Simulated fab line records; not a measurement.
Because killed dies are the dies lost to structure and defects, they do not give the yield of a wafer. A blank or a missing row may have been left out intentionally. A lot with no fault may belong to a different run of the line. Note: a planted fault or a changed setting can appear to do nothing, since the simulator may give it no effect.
The tool behind it: which one? ; flow nand-harc ; 6 lots, 18 wafers sampled, at 5 steps of a route of 1302

## WHAT EACH GAUGE READ, for each wafer
NHARC_END_SORT_01.
lot;measured;on;killed-at-array
L177;day 26 05:41;prober-01;68

## WHICH TOOL RAN EACH LOT (tool, then ch and the chambers of the sampled wafers, then the start)
lot;NHARC_A_CONTACT_ETCH_77;NHARC_A_CONTACT_ETCH_78;NHARC_A_CONTACT_DEP_84;NHARC_A_CONTACT_ETCH_89
L174;rie-diel-03 ch 1,2,3, day 22 19:02 or earlier;rie-diel-03 ch 2,3, day 22 19:02 or earlier;acl-dep-01 ch 0, day 22 19:02;rie-diel-03 ch 0,1,2, day 22 21:16
L177;rie-diel-12 ch 1,2, day 23 19:26 or earlier;rie-diel-12 ch 1,2, day 23 19:26 or earlier;acl-dep-01 ch 0, day 23 19:26;rie-diel-03 ch 0,1,2, day 23 21:21
L190;rie-diel-12 ch 0,2, day 29 05:54 or earlier;rie-diel-12 ch 1,3, day 29 05:54 or earlier;acl-dep-01 ch 0, day 29 05:54;rie-diel-03 ch 0,2, day 29 08:20
L191;rie-diel-03 ch 0,1,3, day 29 13:06 or earlier;rie-diel-03 ch 0,1,3, day 29 13:06 or earlier;acl-dep-02 ch 0, day 29 13:06;rie-diel-03 ch 0,1,3, day 29 15:55
L193;rie-diel-03 ch 1,2, day 30 06:26 or earlier;rie-diel-03 ch 0,2,3, day 30 06:26 or earlier;acl-dep-02 ch 0, day 30 06:26;rie-diel-03 ch 1,2, day 30 08:44
L196;rie-diel-02 ch 0,2,3, day 32 11:16 or earlier;rie-diel-02 ch 0,2,3, day 32 11:16 or earlier;acl-dep-02 ch 0, day 32 11:16;rie-diel-03 ch 0,2,3, day 32 13:26
- NHARC_A_CONTACT_ETCH_77: etches the open film in CF4/CHF3, target depth 108.9 nm, time 54.5 s.
- NHARC_A_CONTACT_ETCH_78: etches the open film in O2/COS, target depth 5300 nm, time 1378 s.
- NHARC_A_CONTACT_DEP_84: deposits aC, target thk 2800 nm.
- NHARC_A_CONTACT_ETCH_89: etches the open film in N2/H2, target depth 260 nm, time 475.3 s.

## THE ANSWER, worked out from the rows above alone
Rule: what is usual is taken from the lots themselves. The widest of any qualifying gaps counts: lots, ordered by their means at a reading, are off when they make up no more than a third of the lots, leave a main group of 4 or more, and stand apart from it by 3 or more times the standard deviation of that group's means. If all means in a main group match to the digits the tables above print for the reading, that group is not used. Also off: a lot with no number at a reading for which 4 or more lots have one. All remaining lots with rows at the step are treated as sound.
Across all readings shown, no lot is off: no conclusion can be drawn from this.

## WHAT HAD BEEN PUT IN BY THE SIMULATOR
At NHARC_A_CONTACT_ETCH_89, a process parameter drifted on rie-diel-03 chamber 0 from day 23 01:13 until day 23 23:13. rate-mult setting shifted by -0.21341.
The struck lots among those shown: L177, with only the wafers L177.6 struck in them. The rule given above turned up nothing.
